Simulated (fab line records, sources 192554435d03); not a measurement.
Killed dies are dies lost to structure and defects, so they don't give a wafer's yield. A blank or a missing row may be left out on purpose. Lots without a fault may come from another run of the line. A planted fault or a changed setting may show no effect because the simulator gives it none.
Which tool did it? | flow n5_finfet | 24 lots, 72 wafers sampled, at 6 steps of a route of 1938

WHAT THE GAUGES READ, wafer by wafer
N5_BEOL_M13_INSPECT_12: inspects for defects (macro). Usual: raw_defect_count 2.1, standard deviation 1.4.
lot  | measured     | on                | raw_defect_count | flag
L074 | day 11 06:25 | defect_inspect-02 | 4 0 2            |
L075 | day 11 20:29 | defect_inspect-01 | 2 1 5            |
L078 | day 12 06:44 | defect_inspect-01 | 2 2 2            |
L077 | day 12 07:15 | defect_inspect-01 | 4 2 2            |
L076 | day 12 08:39 | defect_inspect-02 | 0 1 0            |
L079 | day 12 13:41 | defect_inspect-02 | 0 5 2            |
L080 | day 12 17:25 | defect_inspect-02 | 1 3 3            |
L081 | day 12 18:09 | defect_inspect-02 | 6 2 1            |
L082 | day 12 22:53 | defect_inspect-01 | 1 3 3            |
L083 | day 13 10:09 | defect_inspect-02 | 3 2 4            |
L084 | day 13 12:26 | defect_inspect-02 | 2 5 2            |
L085 | day 14 02:24 | defect_inspect-02 | 2 2 3            |
L086 | day 14 05:43 | defect_inspect-01 | 1 2 1            |
L087 | day 14 16:57 | defect_inspect-01 | 0 0 3            |
L088 | day 14 19:48 | defect_inspect-02 | 2 3 3            |
L090 | day 15 03:03 | defect_inspect-02 | 0 3 2            |
L089 | day 15 07:05 | defect_inspect-01 | 1 0 4            |
L091 | day 15 10:05 | defect_inspect-01 | 3 2 2            |
L093 | day 15 19:47 | defect_inspect-01 | 3 1 3            |
L094 | day 16 04:28 | defect_inspect-02 | 4 2 1            |
L095 | day 16 04:56 | defect_inspect-02 | 2 3 6            |
L092 | day 16 07:05 | defect_inspect-02 | 4 1 3            |
L096 | day 16 07:46 | defect_inspect-01 | 1 4 1            |
L097 | day 17 10:04 | defect_inspect-02 | 2 1 0            |

N5_BEOL_M13_THK_MEAS_50: measures by xrf. Usual: M13_THK 411 nm, standard deviation 7.
lot  | measured     | on            | M13_THK (nm) | flag
L074 | day 11 11:13 | film_metro-02 | 405 397 400  |
L075 | day 12 00:08 | film_metro-02 | 402 411 404  |
L078 | day 12 11:08 | film_metro-01 | 413 424 421  |
L077 | day 12 13:57 | film_metro-02 | 410 417 409  |
L076 | day 12 16:22 | film_metro-01 | 427 411 419  |
L079 | day 12 17:45 | film_metro-01 | 404 402 413  |
L080 | day 12 23:06 | film_metro-01 | 413 418 410  |
L081 | day 13 00:11 | film_metro-02 | 402 403 406  |
L082 | day 13 02:54 | film_metro-02 | 396 407 396  |
L083 | day 13 17:38 | film_metro-02 | 406 410 400  |
L084 | day 13 18:37 | film_metro-02 | 404 410 405  |
L085 | day 14 06:18 | film_metro-02 | 409 409 403  |
L086 | day 14 09:15 | film_metro-01 | 411 417 411  |
L087 | day 14 20:53 | film_metro-01 | 420 419 419  |
L088 | day 15 01:13 | film_metro-02 | 403 403 402  |
L090 | day 15 06:37 | film_metro-01 | 419 422 412  |
L089 | day 15 13:21 | film_metro-02 | 413 414 410  |
L091 | day 15 15:02 | film_metro-01 | 412 416 424  |
L093 | day 16 00:05 | film_metro-01 | 418 411 408  |
L094 | day 16 08:05 | film_metro-02 | 404 411 413  |
L095 | day 16 08:21 | film_metro-01 | 418 419 422  |
L092 | day 16 11:33 | film_metro-01 | 416 418 416  |
L096 | day 16 12:13 | film_metro-02 | 407 410 405  |
L097 | day 17 14:56 | film_metro-01 | 416 420 421  |

WHICH TOOL RAN EACH LOT (tool, then ch and the chambers of the sampled wafers, then the start)
lot  | N5_BEOL_M12_STRIP_37                 | N5_BEOL_M12_DEP_53              | N5_BEOL_M13_STRIP_64                 | N5_BEOL_M13_SPUTTER_45
L074 | plasma_asher-02 ch 0,1, day 11 02:29 | pecvd-03 ch 0,2, day 11 05:39   | plasma_asher-02 ch 0,1, day 11 06:51 | pvd_sputter-02, day 11 10:11
L075 | plasma_asher-01 ch 0,1, day 11 16:33 | pecvd-03 ch 1,2, day 11 19:43   | plasma_asher-01 ch 0,1, day 11 20:53 | pvd_sputter-02, day 11 23:11
L078 | plasma_asher-02 ch 0, day 12 02:49   | pecvd-04 ch 1,2, day 12 06:05   | plasma_asher-01 ch 0,1, day 12 07:09 | pvd_sputter-02, day 12 10:15
L077 | plasma_asher-01 ch 0,1, day 12 03:19 | pecvd-01 ch 0,2, day 12 06:37   | plasma_asher-01 ch 0,1, day 12 07:40 | pvd_sputter-03, day 12 13:04
L076 | plasma_asher-02 ch 0,1, day 12 03:29 | pecvd-01 ch 0,1,2, day 12 08:01 | plasma_asher-02 ch 0,1, day 12 09:04 | pvd_sputter-03, day 12 15:29
L079 | plasma_asher-01 ch 0,1, day 12 09:11 | pecvd-03 ch 0,2, day 12 13:04   | plasma_asher-02 ch 0,1, day 12 14:08 | pvd_sputter-02, day 12 16:24
L080 | plasma_asher-02 ch 1, day 12 12:23   | pecvd-04 ch 0,1, day 12 16:39   | plasma_asher-02 ch 0,1, day 12 17:50 | pvd_sputter-03, day 12 22:05
L081 | plasma_asher-01 ch 0,1, day 12 12:50 | pecvd-04 ch 0,2, day 12 17:25   | plasma_asher-01 ch 0,1, day 12 18:34 | pvd_sputter-01, day 12 23:06
L082 | plasma_asher-02 ch 0,1, day 12 18:39 | pecvd-03 ch 1,2, day 12 22:14   | plasma_asher-01 ch 0,1, day 12 23:33 | pvd_sputter-01, day 13 01:47
L083 | plasma_asher-02 ch 0,1, day 13 06:25 | pecvd-04 ch 0,2, day 13 09:23   | plasma_asher-02 ch 0,1, day 13 10:34 | pvd_sputter-01, day 13 16:46
L084 | plasma_asher-01 ch 0, day 13 07:08   | pecvd-01 ch 0,1, day 13 11:48   | plasma_asher-02 ch 1, day 13 12:51   | pvd_sputter-01, day 13 17:43
L085 | plasma_asher-02 ch 0,1, day 13 20:48 | pecvd-03 ch 0,1, day 14 01:46   | plasma_asher-02 ch 0,1, day 14 02:55 | pvd_sputter-02, day 14 05:11
L086 | plasma_asher-01 ch 0,1, day 14 03:05 | pecvd-04 ch 0,2, day 14 05:05   | plasma_asher-02 ch 0,1, day 14 06:08 | pvd_sputter-01, day 14 08:23
L087 | plasma_asher-01 ch 0,1, day 14 12:23 | pecvd-04 ch 0,1, day 14 16:02   | plasma_asher-02 ch 0,1, day 14 17:22 | pvd_sputter-02, day 14 19:51
L088 | plasma_asher-01 ch 0,1, day 14 16:33 | pecvd-04 ch 0,1,2, day 14 19:03 | plasma_asher-02 ch 0,1, day 14 20:14 | pvd_sputter-02, day 15 00:21
L090 | plasma_asher-01 ch 0,1, day 14 22:14 | pecvd-01 ch 0,2, day 15 02:13   | plasma_asher-01 ch 0,1, day 15 03:28 | pvd_sputter-01, day 15 05:44
L089 | plasma_asher-01 ch 0,1, day 15 04:24 | pecvd-03 ch 1,2, day 15 06:19   | plasma_asher-01 ch 0,1, day 15 07:34 | pvd_sputter-02, day 15 12:29
L091 | plasma_asher-02 ch 0,1, day 15 07:47 | pecvd-03 ch 1,2, day 15 09:19   | plasma_asher-02 ch 0,1, day 15 10:30 | pvd_sputter-03, day 15 14:10
L093 | plasma_asher-02 ch 0,1, day 15 16:29 | pecvd-01 ch 0,1,2, day 15 18:55 | plasma_asher-02 ch 0,1, day 15 20:12 | pvd_sputter-01, day 15 23:12
L094 | plasma_asher-02 ch 0,1, day 16 01:21 | pecvd-03 ch 0,1,2, day 16 03:43 | plasma_asher-01 ch 0,1, day 16 04:53 | pvd_sputter-03, day 16 06:56
L095 | plasma_asher-02 ch 0,1, day 16 02:50 | pecvd-04 ch 1,2, day 16 04:17   | plasma_asher-02 ch 0,1, day 16 05:38 | pvd_sputter-01, day 16 07:26
L092 | plasma_asher-01 ch 0,1, day 16 02:55 | pecvd-04 ch 0,1,2, day 16 06:28 | plasma_asher-02 ch 0,1, day 16 07:32 | pvd_sputter-03, day 16 10:41
L096 | plasma_asher-02 ch 0,1, day 16 05:31 | pecvd-03 ch 0,1,2, day 16 07:00 | plasma_asher-01 ch 0,1, day 16 08:11 | pvd_sputter-01, day 16 11:20
L097 | plasma_asher-02 ch 0,1, day 17 05:59 | pecvd-04 ch 0,1,2, day 17 09:25 | plasma_asher-01 ch 0, day 17 10:36   | pvd_sputter-02, day 17 14:04
- N5_BEOL_M12_STRIP_37: strips in N2/H2.
- N5_BEOL_M12_DEP_53: deposits SiCN from 3MS/NH3, target thk 30 nm, time 10.5 s.
- N5_BEOL_M13_STRIP_64: strips in N2/H2.
- N5_BEOL_M13_SPUTTER_45: material Cu, target thk 80 nm, time 13.33 s.

WHAT THE TOOLS THEMSELVES READ (means of the sampled wafers that have a number; where no wafer has one, the mark that the record gives instead)
N5_BEOL_M12_STRIP_37. Usual: drypump_motor_current_A 5.6 A, standard deviation 0.36; heater_power_w 337 W, standard deviation 22; oes_product_au 0.790 a.u., standard deviation 0.011; temp_c 249.99 C, standard deviation 0.25.
lot  | tool            | drypump_motor_current_A (A) | heater_power_w (W) | oes_product_au (a.u.) | temp_c (C) | flag
L074 | plasma_asher-02 | 5.8                         | 337                | 0.789                 | 249.77     |
L075 | plasma_asher-01 | 5.2                         | 326                | 0.782                 | 249.89     |
L078 | plasma_asher-02 | 5.9                         | 323                | 0.778                 | 250.07     |
L077 | plasma_asher-01 | 5.5                         | 322                | 0.796                 | 250.25     |
L076 | plasma_asher-02 | 5.7                         | 356                | 0.795                 | 250.02     |
L079 | plasma_asher-01 | 5.5                         | 320                | 0.775                 | 250.14     |
L080 | plasma_asher-02 | 5.6                         | 371                | 0.786                 | 249.80     |
L081 | plasma_asher-01 | 5.2                         | 327                | 0.789                 | 250.11     |
L082 | plasma_asher-02 | 5.8                         | 340                | 0.781                 | 250.07     |
L083 | plasma_asher-02 | 5.7                         | 350                | 0.790                 | 249.85     |
L084 | plasma_asher-01 | 5.0                         | 330                | 0.785                 | 250.28     |
L085 | plasma_asher-02 | 5.7                         | 353                | 0.804                 | 250.03     |
L086 | plasma_asher-01 | 5.4                         | 321                | 0.796                 | 250.05     |
L087 | plasma_asher-01 | 5.2                         | 331                | 0.794                 | 249.94     |
L088 | plasma_asher-01 | 5.4                         | 324                | 0.789                 | 250.16     |
L090 | plasma_asher-01 | 5.2                         | 325                | 0.796                 | 249.83     |
L089 | plasma_asher-01 | 5.2                         | 324                | 0.792                 | 250.01     |
L091 | plasma_asher-02 | 5.8                         | 338                | 0.798                 | 249.94     |
L093 | plasma_asher-02 | 5.7                         | 354                | 0.792                 | 250.22     |
L094 | plasma_asher-02 | 5.9                         | 340                | 0.791                 | 250.04     |
L095 | plasma_asher-02 | 5.8                         | 335                | 0.787                 | 249.56     |
L092 | plasma_asher-01 | 5.2                         | 323                | 0.793                 | 249.85     |
L096 | plasma_asher-02 | 5.8                         | 338                | 0.792                 | 250.09     |
L097 | plasma_asher-02 | 5.7                         | 358                | 0.773                 | 249.96     |

N5_BEOL_M12_DEP_53. Usual: showerhead_plenum_p_Torr 4.162 Torr, standard deviation 0.019; throttle_valve_pct 18.1 %, standard deviation 1.4.
lot  | tool     | showerhead_plenum_p_Torr (Torr) | throttle_valve_pct (%) | flag
L074 | pecvd-03 | 4.153                           | 17.1                   |
L075 | pecvd-03 | 4.142                           | 18.3                   |
L078 | pecvd-04 | 4.167                           | 19.3                   |
L077 | pecvd-01 | 4.166                           | 17.9                   |
L076 | pecvd-01 | 4.169                           | 17.3                   |
L079 | pecvd-03 | 4.146                           | 17.2                   |
L080 | pecvd-04 | 4.177                           | 19.4                   |
L081 | pecvd-04 | 4.180                           | 18.0                   |
L082 | pecvd-03 | 4.139                           | 18.5                   |
L083 | pecvd-04 | 4.167                           | 17.5                   |
L084 | pecvd-01 | 4.185                           | 17.6                   |
L085 | pecvd-03 | 4.133                           | 18.3                   |
L086 | pecvd-04 | 4.183                           | 18.0                   |
L087 | pecvd-04 | 4.175                           | 19.9                   |
L088 | pecvd-04 | 4.172                           | 18.8                   |
L090 | pecvd-01 | 4.169                           | 17.7                   |
L089 | pecvd-03 | 4.147                           | 17.5                   |
L091 | pecvd-03 | 4.140                           | 18.4                   |
L093 | pecvd-01 | 4.171                           | 17.3                   |
L094 | pecvd-03 | 4.146                           | 17.8                   |
L095 | pecvd-04 | 4.171                           | 19.3                   |
L092 | pecvd-04 | 4.176                           | 18.6                   |
L096 | pecvd-03 | 4.147                           | 17.9                   |
L097 | pecvd-04 | 4.179                           | 18.8                   |

N5_BEOL_M13_STRIP_64. Usual: drypump_motor_current_A 5.6 A, standard deviation 0.35; heater_power_w 338 W, standard deviation 23; oes_product_au 0.715 a.u., standard deviation 0.0043; strip_time_to_endpoint_s 31.36 s, standard deviation 0.097; temp_c 249.99 C, standard deviation 0.18.
lot  | tool            | drypump_motor_current_A (A) | heater_power_w (W) | oes_product_au (a.u.) | strip_time_to_endpoint_s (s) | temp_c (C) | flag
L074 | plasma_asher-02 | 5.7                         | 355                | 0.717                 | 31.51                        | 249.82     |
L075 | plasma_asher-01 | 5.2                         | 327                | 0.719                 | 31.21                        | 250.12     |
L078 | plasma_asher-01 | 5.2                         | 325                | 0.713                 | 31.31                        | 250.14     |
L077 | plasma_asher-01 | 5.2                         | 324                | 0.717                 | 31.41                        | 249.91     |
L076 | plasma_asher-02 | 5.7                         | 359                | 0.712                 | 31.30                        | 250.18     |
L079 | plasma_asher-02 | 5.8                         | 337                | 0.717                 | 31.48                        | 249.83     |
L080 | plasma_asher-02 | 5.8                         | 340                | 0.710                 | 31.25                        | 250.02     |
L081 | plasma_asher-01 | 5.4                         | 319                | 0.711                 | 31.49                        | 250.05     |
L082 | plasma_asher-01 | 5.5                         | 322                | 0.715                 | 31.39                        | 250.17     |
L083 | plasma_asher-02 | 5.7                         | 354                | 0.714                 | 31.45                        | 249.84     |
L084 | plasma_asher-02 | 5.6                         | 369                | 0.719                 | 31.35                        | 249.85     |
L085 | plasma_asher-02 | 5.8                         | 342                | 0.718                 | 31.21                        | 250.06     |
L086 | plasma_asher-02 | 5.8                         | 343                | 0.713                 | 31.28                        | 250.04     |
L087 | plasma_asher-02 | 5.8                         | 336                | 0.716                 | 31.41                        | 249.93     |
L088 | plasma_asher-02 | 5.7                         | 360                | 0.714                 | 31.41                        | 249.76     |
L090 | plasma_asher-01 | 5.2                         | 324                | 0.710                 | 31.26                        | 249.87     |
L089 | plasma_asher-01 | 5.5                         | 330                | 0.712                 | 31.44                        | 249.99     |
L091 | plasma_asher-02 | 5.7                         | 355                | 0.717                 | 31.26                        | 249.95     |
L093 | plasma_asher-02 | 5.8                         | 342                | 0.711                 | 31.36                        | 249.92     |
L094 | plasma_asher-01 | 5.4                         | 329                | 0.712                 | 31.41                        | 249.87     |
L095 | plasma_asher-02 | 5.8                         | 341                | 0.712                 | 31.31                        | 249.95     |
L092 | plasma_asher-02 | 5.8                         | 334                | 0.713                 | 31.43                        | 250.02     |
L096 | plasma_asher-01 | 5.2                         | 322                | 0.716                 | 31.49                        | 249.99     |
L097 | plasma_asher-01 | 5.0                         | 328                | 0.713                 | 31.42                        | 249.99     |

N5_BEOL_M13_SPUTTER_45. Usual: chamber_pressure_pa 0.13003 Pa, standard deviation 0.00027; substrate_temp_c -19.98 C, standard deviation 0.092; throttle_valve_pct 30.0 %, standard deviation 1.2.
lot  | tool           | chamber_pressure_pa (Pa) | substrate_temp_c (C) | throttle_valve_pct (%) | flag
L074 | pvd_sputter-02 | 0.12998                  | -19.92               | 29.4                   |
L075 | pvd_sputter-02 | 0.13013                  | -20.04               | 30.7                   |
L078 | pvd_sputter-02 | 0.13012                  | -20.06               | 28.5                   |
L077 | pvd_sputter-03 | 0.13028                  | -19.93               | 30.5                   |
L076 | pvd_sputter-03 | 0.12999                  | -19.93               | 30.7                   |
L079 | pvd_sputter-02 | 0.13026                  | -19.96               | 30.9                   |
L080 | pvd_sputter-03 | 0.13005                  | -19.98               | 30.7                   |
L081 | pvd_sputter-01 | 0.13007                  | -19.94               | 29.7                   |
L082 | pvd_sputter-01 | 0.13005                  | -20.07               | 29.5                   |
L083 | pvd_sputter-01 | 0.13002                  | -19.99               | 29.9                   |
L084 | pvd_sputter-01 | 0.13018                  | -19.94               | 29.9                   |
L085 | pvd_sputter-02 | 0.12986                  | -20.05               | 29.9                   |
L086 | pvd_sputter-01 | 0.12982                  | -20.01               | 29.5                   |
L087 | pvd_sputter-02 | 0.13020                  | -19.98               | 31.6                   |
L088 | pvd_sputter-02 | 0.13017                  | -19.97               | 30.8                   |
L090 | pvd_sputter-01 | 0.12982                  | -20.00               | 29.8                   |
L089 | pvd_sputter-02 | 0.13002                  | -19.95               | 31.0                   |
L091 | pvd_sputter-03 | 0.12992                  | -20.04               | 30.0                   |
L093 | pvd_sputter-01 | 0.12996                  | -19.92               | 29.7                   |
L094 | pvd_sputter-03 | 0.12992                  | -19.95               | 30.1                   |
L095 | pvd_sputter-01 | 0.12984                  | -19.96               | 29.9                   |
L092 | pvd_sputter-03 | 0.13011                  | -19.95               | 30.5                   |
L096 | pvd_sputter-01 | 0.12982                  | -20.04               | 29.8                   |
L097 | pvd_sputter-02 | 0.13020                  | -20.04               | 30.2                   |

THE ANSWER, worked out from the rows above alone
Rule: a lot is off if the mean of its wafers that have a number lies more than 3 standard deviations from the usual mean. A lot without any number at a reading at which 4 lots or more have one is off too. The other lots that the step has rows for count as sound. The gauges are gone through in route order, then the tools' own readings, and for those a lot's mean is taken as printed above. The first step at which some lot is off is used, and at that step the reading that is off furthest; a lot without a number counts as furthest.
No lot is off at any reading shown: from this, nothing can be told.

WHAT THE SIMULATOR HAD PUT IN
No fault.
